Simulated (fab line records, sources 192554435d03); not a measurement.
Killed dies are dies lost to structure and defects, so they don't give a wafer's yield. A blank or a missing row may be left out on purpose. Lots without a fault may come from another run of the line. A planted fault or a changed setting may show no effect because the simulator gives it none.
One fault seen from 2 desks | flow n5_finfet | each desk has only its own numbers; what lay behind them comes last

THE TOOL OWNER'S DESK: euv_scanner-02
The tool's own readings at N5_BEOL_M4_EXPOSE_08 (exposes mask M4): means of the sampled wafers that have a number, for each lot that ran on this tool. A lot is out of limits, marked OUT, if its mean lies more than 4 standard deviations from the usual mean; the brackets give that distance.
Columns: A = exposure_dose_mJ_cm2 at N5_BEOL_M4_EXPOSE_08, usual 41.16
lot  | first seen here | A
L227 | day 7 18:22     | 41.13
L226 | day 8 00:56     | 41.12
L239 | day 11 01:45    | 38.40 (-41) OUT
L240 | day 11 05:59    | 38.92 (-33) OUT
This desk's finding: out of limits on L239, L240; first on L239, day 11 01:45 (exposure_dose_mJ_cm2 at N5_BEOL_M4_EXPOSE_08). In limits: L227, L226.

THE METROLOGY DESK
What the gauges read, lot by lot, whatever tool the lot ran on: means of the sampled wafers that have a number. A lot is out of limits, marked OUT, if its mean lies more than 4 standard deviations from the usual mean; the brackets give that distance. Of its 13 readings 7 are shown: the one that was out of limits first, and those that lie furthest out on some lot.
Columns: A = M3_THK at N5_BEOL_M3_THK_MEAS_53, usual 40.1 nm; B = cd_nm at N5_BEOL_M4_CD_MEAS_11, usual 16.7 nm; C = cd_nm at N5_BEOL_M4_CD_MEAS_18, usual 17.8 nm; D = IOFF_P at N5_BEOL_M4_RC_MEAS_101, usual 0.23 nA/um; E = ION_N at N5_BEOL_M4_RC_MEAS_101, usual 680 uA/um; F = ION_P at N5_BEOL_M4_RC_MEAS_101, usual 466 uA/um; G = VT_P at N5_BEOL_M4_RC_MEAS_101, usual -249 mV
lot  | first seen here | A    | B               | C    | D    | E   | F   | G
L227 | day 7 16:53     | 40.0 | 17.3            | 17.7 | 0.30 | 701 | 478 | -243
L225 | day 7 18:43     | 38.6 | 17.0            | 17.9 | 0.21 | 680 | 464 | -251
L226 | day 7 22:01     | 39.6 | 16.6            | 17.6 | 0.20 | 677 | 458 | -253
L231 | day 9 03:28     | 37.2 | 16.8            | 18.0 | 0.21 | 691 | 466 | -250
L239 | day 10 23:10    | 40.7 | 15.4            | 16.8 | -    | -   | -   | -
L240 | day 11 04:54    | 38.7 | 15.3 (-4.4) OUT | 16.2 | -    | -   | -   | -
L241 | day 11 05:10    | 41.5 | 17.1            | 18.1 | 0.17 | 672 | 452 | -254
L243 | day 12 11:10    | 43.1 | 16.5            | 17.9 | 0.21 | 665 | 457 | -251
This desk's finding: out of limits on L240; first on L240, day 11 06:05 (cd_nm at N5_BEOL_M4_CD_MEAS_11). In limits: L227, L225, L226, L231, L239, L241, L243.

PUT TOGETHER
The tool owner's desk could have raised an alarm at day 11 01:45, on L239, L240.
The metrology desk could have raised an alarm at day 11 06:05, on L240.
The metrology desk has L239 on record, within its limits.
Of the lots named, all ran N5_BEOL_M4_EXPOSE_08 on euv_scanner-02.

WHAT THE SIMULATOR HAD PUT IN
Process parameter drift: euv_scanner-02, from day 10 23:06 on, at N5_BEOL_M4_EXPOSE_08. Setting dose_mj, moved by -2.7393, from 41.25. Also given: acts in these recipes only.
Lots struck among those shown: L239, L240.
Hours from the fault's start to each desk's first reading out of limits: the tool owner's desk, 3; the metrology desk, 7.
